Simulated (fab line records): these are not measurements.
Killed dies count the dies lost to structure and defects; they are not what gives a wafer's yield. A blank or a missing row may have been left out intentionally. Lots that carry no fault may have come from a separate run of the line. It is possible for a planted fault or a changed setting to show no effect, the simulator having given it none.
Chamber matching || flow n5_finfet || N5_PMOS_HMC_CHANNEL_EPI_ETCH_32 on rie_diel-05: 4 sister chambers
The step etches BARC in N2/H2, stops on SiO2, target depth 85.8 nm, time 50.3 s. 8 wafers are shown with their chamber, then 7 later ones without.

== WAFERS, EACH WITH ITS CHAMBER ==
{"wafer": "L077.4", "chamber": 2, "showerhead_plenum_p_Torr (Torr)": 2.62, "throttle_valve_pct (%)": 17.4}
{"wafer": "L077.5", "chamber": 1, "showerhead_plenum_p_Torr (Torr)": 2.44, "throttle_valve_pct (%)": 18.0}
{"wafer": "L080.5", "chamber": 2, "showerhead_plenum_p_Torr (Torr)": 2.62, "throttle_valve_pct (%)": 17.4}
{"wafer": "L083.1", "chamber": 0, "showerhead_plenum_p_Torr (Torr)": 2.59, "throttle_valve_pct (%)": 17.1}
{"wafer": "L083.2", "chamber": 1, "showerhead_plenum_p_Torr (Torr)": 2.43, "throttle_valve_pct (%)": 18.0}
{"wafer": "L083.5", "chamber": 3, "showerhead_plenum_p_Torr (Torr)": 2.51, "throttle_valve_pct (%)": 17.6}
{"wafer": "L084.1", "chamber": 0, "showerhead_plenum_p_Torr (Torr)": 2.59, "throttle_valve_pct (%)": 17.1}
{"wafer": "L084.2", "chamber": 3, "showerhead_plenum_p_Torr (Torr)": 2.51, "throttle_valve_pct (%)": 17.5}

== WAFERS WITH NO CHAMBER GIVEN ==
{"wafer": "L084.4", "showerhead_plenum_p_Torr (Torr)": 2.62, "throttle_valve_pct (%)": 17.4}
{"wafer": "L086.1", "showerhead_plenum_p_Torr (Torr)": 2.61, "throttle_valve_pct (%)": 17.4}
{"wafer": "L086.3", "showerhead_plenum_p_Torr (Torr)": 2.58, "throttle_valve_pct (%)": 17.1}
{"wafer": "L086.4", "showerhead_plenum_p_Torr (Torr)": 2.43, "throttle_valve_pct (%)": 18.0}
{"wafer": "L091.1", "showerhead_plenum_p_Torr (Torr)": 2.50, "throttle_valve_pct (%)": 17.6}
{"wafer": "L091.4", "showerhead_plenum_p_Torr (Torr)": 2.43, "throttle_valve_pct (%)": 18.1}
{"wafer": "L091.5", "showerhead_plenum_p_Torr (Torr)": 2.50, "throttle_valve_pct (%)": 17.6}

== CHAMBER TAKEN BY EACH ==
{"wafer": "L084.4", "from the rows above": 2, "in truth": 2}
{"wafer": "L086.1", "from the rows above": 2, "in truth": 2}
{"wafer": "L086.3", "from the rows above": 0, "in truth": 0}
{"wafer": "L086.4", "from the rows above": 1, "in truth": 1}
{"wafer": "L091.1", "from the rows above": 3, "in truth": 3}
{"wafer": "L091.4", "from the rows above": 1, "in truth": 1}
{"wafer": "L091.5", "from the rows above": 3, "in truth": 3}
Correctly placed: 7 of 7. From these rows, 0 cannot be placed. 0 placed wrongly.
How it was worked out, from the rows above alone: a wafer's distance from a chamber is the root of the sum, over the readings, of the square of ((its reading less the chamber's mean) divided by the reading's scatter). If the next closest chamber is less than 2 further off than the closest, the wafer can't be placed; otherwise it belongs to the closest. The mean given for a chamber averages the wafers shown for that chamber. The scatter is the square root of a quotient: the sum, over the shown wafers, of each reading's squared deviation from its chamber's mean, divided by wafers minus chambers.
